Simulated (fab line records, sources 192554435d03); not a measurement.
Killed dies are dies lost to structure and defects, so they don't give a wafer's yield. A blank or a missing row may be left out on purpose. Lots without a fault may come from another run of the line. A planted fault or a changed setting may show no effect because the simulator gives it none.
fab line records | flow n5_finfet
record lots=12 wafers=33 last_day=21
route steps=1938 shown BEOL_M11@1579 PASSIVATION@1936
lots that met no fault: from a run of the same line without faults
start_h: hours from the record's first day to the start of the lot's first wafer shown | wait_h: hours since the lot's step before | " the same as in the row above | L1.1+2: a row that stands for several wafers | - no value, or no start given | * or withheld: withheld | < > ~ a bound
route shown NAME@n: a module of which the file shows steps, and the number in the route of the first | usual: mean/standard deviation of fault-free wafers | same: alike in all rows | chamber/n: place in a boat | sites: the reading at each site | _std_site: their standard deviation | _edge_site: outer sites' mean less inner sites' | radius_mm: how far each site lies from the wafer's centre | mask NAME#n: copy n | behind: the tool/chamber that last shaped the wafer | hold: why the lot was held/for how many hours/how that ended | device: the transistor (n, p or np) that didn't switch | end of line: the same wafers' tests at the end of the route | a step without rows: its recipe alone | killed: dies lost to structure and defects at the first sort, not the wafer's yield | map: a wafer's dies, x killed, . not, _ none there
set.NAME: the setting as run; set.NAME@STEP: as run at that earlier step | model.NAME: the simulator's own value behind a step, which no gauge read
steps of the route over a sample of lots; a table a step, a row a wafer
services: from which hour (start_h, from the record's first day; less than 0 if before it) a tool's chamber was out of use, for how many hours, and why
## steps
# step N5_BEOL_M11_ETCH_41
# recipe chemistry=CH3F/O2 target=SiCN target_depth_a=426 taper_deg=2 time_s=86 ion_energy_ev=120 mask_material=TiN pressure_mtorr=30 source_w=395 bias_w=75 Ar_flow_sccm=150 CH3F_flow_sccm=30 O2_flow_sccm=20
# usual chamber_pressure_mTorr=29.998/0.027 drypump_motor_current_A=5.7/0.38 oes_product_au=0.82/0.084 rf_vpp_V=297.7/1.6 showerhead_plenum_p_Torr=2.01/0.066 throttle_valve_pct=16.21/0.17
# columns lot.wafer tool chamber start_h wait_h chamber_pressure_mTorr drypump_motor_current_A oes_product_au rf_hours_counter_h rf_vpp_V showerhead_plenum_p_Torr throttle_valve_pct
L810.1 rie_diel-06 3 - - 29.998 5.4 0.85 66 296.5 1.94 16.26
L810.4 " 1 " " 29.966 5.5 1.02 3 298.8 2.03 15.86
L810.6 " 3 " " 29.984 5.4 0.85 - 295.8 1.94 16.26
L811.3 rie_diel-03 2 - - 29.979 6.3 0.83 98 299.7 2.08 16.06
L811.5 " 2 " " 30.035 6.3 0.83 - 298.3 2.08 16.07
L811.6 " 1 " " 30.010 5.8 0.99 - 298.0 2.04 16.37
L815.1 rie_diel-06 2 - - 30.016 5.2 0.82 67 298.2 2.05 16.07
L815.2 " 3 " " 30.052 5.5 0.84 73 296.2 1.94 16.26
L815.5 " 0 " " 30.028 6.2 0.76 - 296.2 2.00 16.16
L813.2 rie_diel-02 1 - - 30.046 5.4 0.74 171 296.3 1.93 16.26
L813.3 " 3 " " 30.012 5.9 0.72 217 299.0 2.05 16.33
L817.2 rie_diel-03 2 - - 30.022 6.3 0.82 107 299.9 2.07 16.05
L817.3 " 0 " " 30.000 6.2 0.79 163 298.4 1.98 16.01
L812.2 rie_diel-03 2 - - 29.996 6.3 0.81 108 299.1 2.07 16.09
L812.4 " 3 " " 30.000 5.2 0.85 - 300.5 2.12 16.29
L812.6 " 0 " " 29.981 6.2 0.79 - 298.2 1.98 16.01
L820.3 rie_diel-03 2 - - 29.969 6.3 0.81 114 298.9 2.07 16.08
L820.5 " 0 " " 29.984 6.2 0.78 - 296.6 1.98 16.03
L824.2 rie_diel-02 0 - - 30.022 5.8 0.89 49 296.0 1.97 16.35
L824.4 " 0 " " 29.984 5.8 0.87 - 296.2 1.97 16.36
L824.5 " 2 " " 29.972 5.6 0.72 - 294.9 1.83 16.53
L827.1 rie_diel-02 1 - - 30.033 5.4 0.73 196 295.9 1.92 16.28
L827.5 " 0 " " 30.014 5.8 0.88 - 296.7 1.97 16.38
L827.6 " 3 " " 30.025 5.9 0.69 - 299.7 2.04 16.40
L831.1 rie_diel-02 0 - - 30.012 5.8 0.88 59 297.5 1.97 16.38
L831.2 " 2 " " 30.009 5.7 0.72 215 294.1 1.83 16.55
L831.4 " 3 " " 29.984 5.9 0.69 250 297.6 2.04 16.39
L830.2 rie_diel-06 3 - - 30.008 5.4 0.80 100 294.6 1.93 16.33
L830.3 " 1 " " 30.004 5.6 0.92 33 297.7 2.02 15.91
L830.4 " 0 " " 29.977 6.2 0.74 159 296.1 1.99 16.21
L829.2 rie_diel-03 2 - - 30.009 6.2 0.76 153 299.4 2.06 16.18
L829.3 " 1 " " 30.038 5.8 0.89 42 299.6 2.03 16.44
L829.5 " 0 " " 29.971 6.2 0.75 - 296.2 1.97 16.09
# step N5_BEOL_M11_ALD_74
# recipe material=TaN target_thk_a=20 temp_c=275 ald_precursor_family=PDMAT ald_co_reactant=NH3 pressure_torr=3 carrier_flow_sccm=1500 pulse_time_s=2 purge_time_s=3 co_reactant_purge_time_s=2 co_reactant_pulse_time_s=3 ald_cycles=40 precursor_vessel_temp_c=75 precursor_vessel_pressure_torr=26.25 precursor_vessel_carrier_sccm=1000
# usual ald_cycles=40/0 heater_power_w=407/43 precursor_vessel_pressure_torr=26.25/0.055 precursor_vessel_temp_c=74.97/0.12
# columns lot.wafer tool chamber start_h wait_h ald_cycles heater_power_w precursor_vessel_pressure_torr precursor_vessel_temp_c
L810.1 ald_metal-01 0 308.04 0.0 40 402 26.26 74.75
L810.4 " 3 " " 40 372 26.20 75.07
L810.6 " 1 " " 40 373 26.18 75.00
L811.3 ald_metal-01 0 314.94 0.1 40 399 26.25 74.94
L811.5 " 2 " " 40 410 26.29 75.02
L811.6 " 3 " " 40 375 26.17 74.99
L815.1 ald_metal-04 0 330.21 0.3 40 420 26.33 74.78
L815.2 " 1 " " 40 386 26.31 75.03
L815.5 " 2 " " 40 427 26.36 74.79
L813.2 ald_metal-01 3 338.51 0.0 31 363 26.24 74.90
L813.3 " 1 " " 40 376 26.26 74.95
L817.2 ald_metal-01 3 343.03 0.1 31 365 26.24 74.99
L817.3 " 1 " " 40 379 26.28 75.11
L812.2 ald_metal-02 1 346.90 0.1 40 391 26.23 75.01
L812.4 " 0 " " 40 469 26.22 75.06
L812.6 " 1 " " 40 399 26.13 74.93
L820.3 ald_metal-01 2 364.29 0.1 40 411 26.23 75.00
L820.5 " 0 " " 31 404 26.35 74.73
L824.2 ald_metal-04 3 408.96 0.0 40 456 26.16 75.08
L824.4 " 0 " " 40 409 26.23 74.94
L824.5 " 1 " " 40 337 26.25 75.04
L827.1 ald_metal-01 3 416.18 0.2 40 362 26.26 74.78
L827.5 " 3 " " 40 358 26.25 75.12
L827.6 " 0 " " 40 408 26.19 75.02
L831.1 ald_metal-04 2 433.42 0.0 40 442 26.22 74.88
L831.2 " 0 " " 40 422 26.27 74.99
L831.4 " 1 " " 40 341 26.25 74.82
L830.2 ald_metal-04 2 435.71 0.0 40 422 26.13 75.03
L830.3 " 3 " " 40 476 26.25 75.08
L830.4 " 1 " " 40 345 26.24 74.81
L829.2 ald_metal-04 2 467.78 0.0 40 432 26.35 75.12
L829.3 " 3 " " 40 455 26.26 75.27
L829.5 " 0 " " 40 418 26.33 75.10
# step N5_BEOL_M11_SPUTTER_48
# recipe material=Cu target_thk_a=120 temp_c=-20 bias_v=60 power_w=26000 chamber_pressure_pa=0.13 time_s=2
# usual throttle_valve_pct=30.4/0.73
# columns lot.wafer tool chamber start_h wait_h throttle_valve_pct
L810.1 pvd_sputter-01 - 308.60 0.1 30.5
L810.4 " - " " 30.1
L810.6 " - " " 30.9
L811.3 pvd_sputter-01 - 315.50 0.2 30.1
L811.5 " - " " 30.1
L811.6 " - " " 31.0
L815.1 pvd_sputter-03 - 330.87 0.1 29.2
L815.2 " - " " 30.3
L815.5 " - " " 30.2
L813.2 pvd_sputter-02 - 339.04 0.1 29.7
L813.3 " - " " 30.8
L817.2 pvd_sputter-03 - 343.99 0.2 31.9
L817.3 " - " " 29.2
L812.2 pvd_sputter-02 - 347.54 0.1 30.5
L812.4 " - " " 30.1
L812.6 " - " " 30.6
L820.3 pvd_sputter-01 - 365.33 0.5 30.5
L820.5 " - " " 30.7
L824.2 pvd_sputter-01 - 409.74 0.2 30.0
L824.4 " - " " 29.8
L824.5 " - " " 30.1
L827.1 pvd_sputter-03 - 416.88 0.2 31.8
L827.5 " - " " 30.1
L827.6 " - " " 28.9
L831.1 pvd_sputter-03 - 435.53 0.1 30.3
L831.2 " - " " 30.4
L831.4 " - " " 29.1
L830.2 pvd_sputter-02 - 436.45 0.1 30.3
L830.3 " - " " 30.2
L830.4 " - " " 30.9
L829.2 pvd_sputter-03 - 469.42 0.1 30.1
L829.3 " - " " 31.6
L829.5 " - " " 30.1
# step N5_BEOL_M11_ANNEAL_51
# recipe temp_c=225 time_s=90 ambient=N2
# usual wafer_temp_C_max=225.90/0.24
# columns lot.wafer tool chamber start_h wait_h wafer_temp_C_max
L810.1 rtp_anneal-01 0 308.88 0.1 225.69
L810.4 " 0 " " 225.92
L810.6 " 0 " " 225.80
L811.3 rtp_anneal-02 0 315.82 0.1 226.21
L811.5 " 0 " " 226.14
L811.6 " 0 " " 225.73
L815.1 rtp_anneal-01 0 331.09 0.1 225.67
L815.2 " 0 " " 225.93
L815.5 " 0 " " 225.85
L813.2 rtp_anneal-02 0 341.79 2.6 225.89
L813.3 " 0 " " 225.78
L817.2 rtp_anneal-02 0 344.26 0.1 225.82
L817.3 " 0 " " 226.22
L812.2 rtp_anneal-01 0 347.95 0.3 225.73
L812.4 " 0 " " 225.94
L812.6 " 0 " " 226.08
L820.3 rtp_anneal-01 0 365.65 0.1 225.69
L820.5 " 0 " " 225.75
L824.2 rtp_anneal-02 0 410.34 0.4 225.93
L824.4 " 0 " " 225.80
L824.5 " 0 " " 225.63
L827.1 rtp_anneal-01 0 417.11 0.1 226.02
L827.5 " 0 " " 226.16
L827.6 " 0 " " 226.01
L831.1 rtp_anneal-02 0 435.76 0.1 225.73
L831.2 " 0 " " 225.71
L831.4 " 0 " " 225.90
L830.2 rtp_anneal-02 0 437.09 0.5 226.17
L830.3 " 0 " " 226.08
L830.4 " 0 " " 226.29
L829.2 rtp_anneal-01 0 469.82 0.3 225.56
L829.3 " 0 " " 225.91
L829.5 " 0 " " 225.70
# step N5_PASSIVATION_PROBE_49
# usual defect_limited_yield=91.4/1.4 killed_at_M0_to_M3=34/9.1 killed_at_M4_up=14/5.2 killed_at_contacts=12/6.4 killed_at_front_end=38/11 killed_at_other=3.7/2.8 killed_dies=102/17 killed_open=68/13 killed_short=32/7.8 sort_bin_4_leakage=0.05/0.3 sort_bin_5_function=5.1/1 sort_bin_6_memory=3.2/0.66 sort_n_pass=1076/19 sort_yield_pct=91.2/1.6
# same gross_dies=1180 killed_at_back_side=0 sort_bin_8_speed[%]=0
# columns lot.wafer tool chamber start_h wait_h defect_limited_yield[%] killed_at_M0_to_M3 killed_at_M4_up killed_at_contacts killed_at_front_end killed_at_other killed_dies killed_open killed_short sort_bin_4_leakage[%] sort_bin_5_function[%] sort_bin_6_memory[%] sort_n_pass sort_yield_pct[%]
L820.5 prober-01 - 405.44 0.2 92.1 38 11 9 33 2 93 56 34 0.08 4.2 3.3 1087 92.1
# killed by level:class
L820.5 BEOL_M2:geometric_particle:open=9 MOL_CONTACT_COAG:geometric_particle:open=8 BEOL_M0_SAQP:geometric_particle:open=8 BEOL_M1:geometric_particle:open=8 BEOL_M0_SAQP:geometric_particle:short=6 FIN_SAQP:geometric_particle:open=5 GATE_CUT:geometric_particle:short=4 STARTING-WAFER:geometric_particle:short=4
## services
# columns tool chamber start_h hours kind
ald_metal-01 0 297.04 3.2 repair
ald_metal-02 0 313.72 13.2 repair
rie_diel-03 1 329.37 6.6 repair
ald_metal-01 0 336.39 13.5 repair
rtp_anneal-01 - 337.03 5.9 pm
ald_metal-04 - 337.25 14.0 pm
ald_metal-04 0 337.25 14.0 vent_cycle
ald_metal-04 1 337.25 14.0 vent_cycle
rie_diel-03 1 340.94 8.2 repair
rie_diel-03 0 353.27 4.3 repair
ald_metal-04 1 368.78 6.7 repair
ald_metal-02 0 371.08 3.7 repair
rie_diel-02 0 384.42 8.9 repair
ald_metal-01 - 389.66 1.8 repair
rie_diel-02 1 402.36 6.6 repair
rie_diel-02 2 408.53 8.2 repair
rie_diel-06 - 416.45 15.6 pm
ald_metal-01 0 417.85 5.1 repair
pvd_sputter-03 - 423.06 8.9 repair
rie_diel-03 1 423.86 10.7 repair
rie_diel-03 2 433.58 1.2 repair
ald_metal-04 - 439.71 8.7 pm
pvd_sputter-01 - 443.95 4.9 repair
pvd_sputter-03 - 444.22 1.9 repair
## key
first_sign step=N5_BEOL_M11_ALD_74 reading=ald_cycles direction=down sigmas=99+ usual=* struck=*
effect none on later readings
met_at N5_BEOL_M11_ALD_74
struck_lots L813,L817,L820
struck_wafers L813.2,L817.2,L820.5
not_acting_at N5_BEOL_M11_ETCH_41,N5_BEOL_M11_SPUTTER_48,N5_BEOL_M11_ANNEAL_51
onset_between 314.94 338.51
fault kind=process_parameter_drift tool=ald_metal-01 chamber=- onset_h=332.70 steps=N5_BEOL_M11_ALD_74 channel=ald_cycles offset=* shape=step end_h=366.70 scope=struck_wafers_only acts_in=* stated=*
